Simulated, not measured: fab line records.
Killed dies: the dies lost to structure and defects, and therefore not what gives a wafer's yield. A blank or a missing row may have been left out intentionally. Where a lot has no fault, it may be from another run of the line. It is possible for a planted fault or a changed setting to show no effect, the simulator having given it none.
Split-lot trial -- flow n5-finfet -- route with 1938 steps; 7 lots, 39 wafers read

== SPLIT DETAILS ==
At N5_BEOL_M14_ETCH_68 (etches SOC in N2/H2, time 450 s), the setting target-depth-a was moved away from the recipe's 9000 angstrom on 15 of the 39 wafers read, by -20.1% to +51.1%. All remaining wafers had this setting at the recipe value.

Reading taken at the split's own step.

== THE READING ==
SiARC_of_BEOL_M14_COAT_66.thk-nm (the simulator's own value, which no gauge read), in nm, at N5_BEOL_M14_ETCH_68 (etches SOC in N2/H2, time 450 s). The file gives no usual value for it. Here, 24 wafers ran the recipe; their average is 65.2 nm with a standard deviation of 0.67 nm.

wafer,"tool, chamber at the split","target-depth-a as run, angstrom",against the recipe,"SiARC_of_BEOL_M14_COAT_66.thk-nm, nm",against lot-mates on the recipe
L074.1,"rie-diel-01, 1,3",9000,recipe,65,-
L074.2,"rie-diel-01, 1,3",9000,recipe,65,-
L074.6,"rie-diel-01, 0",9000,recipe,63.6,-
L075.1,"rie-diel-02, 2",9000,recipe,66.2,-
L075.2,"rie-diel-02, 0",9000,recipe,64.6,-
L075.3,"rie-diel-02, 3,1,1",9000,recipe,65.2,-
L075.4,"rie-diel-02, 3,1,1",9000,recipe,65.2,-
L075.6,"rie-diel-02, 3,1,1",9000,recipe,65.2,-
L075.5,"rie-diel-02, 2",9000,recipe,66.6,-
L080.1,"rie-diel-04, 1",9000,recipe,64.8,-
L080.2,"rie-diel-04, 2,0",11290,+25.4%,53,-12.0
L080.5,"rie-diel-04, 2,0",11290,+25.4%,53,-12.0
L080.3,"rie-diel-04, 3",9000,recipe,65.6,-
L080.4,"rie-diel-04, 0",9000,recipe,64.6,-
L080.6,"rie-diel-04, 3",11290,+25.4%,54.4,-10.6
L086.1,"rie-diel-01, 3",11440,+27.1%,52.8,-12.1
L086.2,"rie-diel-01, 1",9000,recipe,64.2,-
L086.3,"rie-diel-01, 0",11440,+27.1%,50.4,-14.5
L086.4,"rie-diel-01, 2",9000,recipe,65.6,-
L086.5,"rie-diel-01, 2",9000,recipe,65,-
L086.6,"rie-diel-01, 1",11440,+27.1%,52.6,-12.3
L084.1,"rie-diel-02, 2",9000,recipe,66.2,-
L084.2,"rie-diel-02, 0,1",11160,+24.0%,54.2,-11.6
L084.3,"rie-diel-02, 0,1",11160,+24.0%,54.2,-11.6
L084.4,"rie-diel-02, 3",9000,recipe,65.2,-
L084.5,"rie-diel-02, 2",9000,recipe,66,-
L084.6,"rie-diel-02, 3",11160,+24.0%,54.8,-11.0
L088.1,"rie-diel-02, 3",9000,recipe,64.4,-
L088.2,"rie-diel-02, 1",13600,+51.1%,41.4,-23.7
L088.3,"rie-diel-02, 0",9000,recipe,65,-
L088.4,"rie-diel-02, 2",9000,recipe,66,-
L088.5,"rie-diel-02, 2",13600,+51.1%,43.8,-21.3
L088.6,"rie-diel-02, 3",13600,+51.1%,41.8,-23.3
L090.1,"rie-diel-02, 2",7187,-20.1%,75.8,+10.7
L090.2,"rie-diel-02, 0",7187,-20.1%,74.4,+9.3
L090.3,"rie-diel-02, 1,0",9000,recipe,65,-
L090.5,"rie-diel-02, 1,0",9000,recipe,65,-
L090.4,"rie-diel-02, 2",7187,-20.1%,75.6,+10.5
L090.6,"rie-diel-02, 1",9000,recipe,65.2,-
If several chambers appear in one row, that row covers several wafers at once and the file leaves open which wafer was in which chamber.

THE FIT
A straight line over all 39 wafers: SiARC_of_BEOL_M14_COAT_66.thk-nm changes by -0.461 nm for each +1% of target-depth-a; r = -1.00; the points scatter about the line by 0.83 nm.
The same after taking each lot's own level away (the mean of its wafers on the recipe; 39 wafers): -0.462 nm for each +1%; r = -1.00; scatter 0.78 nm.
That fit puts the effect of the largest move of target-depth-a on the reading at 24 nm.
From 64.53 to 65.80 nm: that is the span of the lots' own levels, equal to 1.9 times the standard deviation above.
The two slopes agree, so the slope changes little with the lot-to-lot level.
Check: -23.5 nm against its lot-mates is what the line predicts for one of the wafers moved furthest among these (+51.1%) when that wafer is left out of the fit. Against them it came out at -23.7 nm.

== THESE WAFERS: OTHER SPLITS ==
These wafers also went through other splits before the reading. Each is held against what the fit with the lots' levels taken away leaves over:
other split on the same wafers,wafers away from the commonest value,r with SiARC_of_BEOL_M14_COAT_66.thk-nm (lot level and that fit taken away)
N5_BEOL_M5_TRENCH_ETCH_37 target-depth-a,15,+0.06
N5_BEOL_M7_ILD_DEP_00 target-thk-a,18,+0.13

== THE FILE'S OWN FIT ==
SiARC_of_BEOL_M14_COAT_66.thk-nm changes by -0.46 nm for each +1% of target-depth-a, r = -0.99.
